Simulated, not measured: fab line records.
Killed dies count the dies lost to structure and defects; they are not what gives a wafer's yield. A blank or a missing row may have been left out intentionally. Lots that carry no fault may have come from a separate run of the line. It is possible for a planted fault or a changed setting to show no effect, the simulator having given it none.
Matching of chambers    flow n5_finfet    N5_HKMG_FIN_STRIP_89 on rie_diel-01 has 4 sister chambers
The step strips SOC in N2/H2, time 20 s. 4 wafers are shown with their chamber, then 8 later ones without.

== WAFERS PAIRED WITH THEIR CHAMBERS ==
wafer   chamber  throttle_valve_pct (%)
L081.5  2        19.12
L085.4  0        18.40
L085.5  3        19.45
L088.2  1        19.23

== WAFERS MISSING THEIR CHAMBER ==
wafer   throttle_valve_pct (%)
L088.4  19.47
L088.6  19.46
L091.1  18.73
L091.4  19.24
L091.6  19.48
L097.1  19.25
L097.2  18.73
L097.4  19.51

== CHAMBER TAKEN BY EACH ==
wafer   from the rows above           in truth
L088.4  can't be placed: 3 or 1 or 2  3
L088.6  can't be placed: 3 or 1 or 2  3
L091.1  can't be placed: 0 or 2 or 1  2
L091.4  can't be placed: 1 or 2 or 3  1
L091.6  can't be placed: 3 or 1 or 2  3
L097.1  can't be placed: 1 or 2 or 3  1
L097.2  can't be placed: 0 or 2 or 1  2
L097.4  can't be placed: 3 or 1 or 2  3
Placed correctly: 0 of 8. Not placeable from these rows: 8 (in 8, the candidates include the true chamber). Number placed wrongly: 0.
How it was worked out, from the rows above alone: a wafer's distance from a chamber is the root of the sum, over the readings, of the square of ((its reading less the chamber's mean) divided by the reading's scatter). If the next closest chamber is less than 2 further off than the closest, the wafer can't be placed; otherwise it belongs to the closest. The mean given for a chamber averages the wafers shown for that chamber. The scatter: with one shown wafer a chamber, the root of the mean of the squares of how far each hidden wafer lies from its nearest shown one.
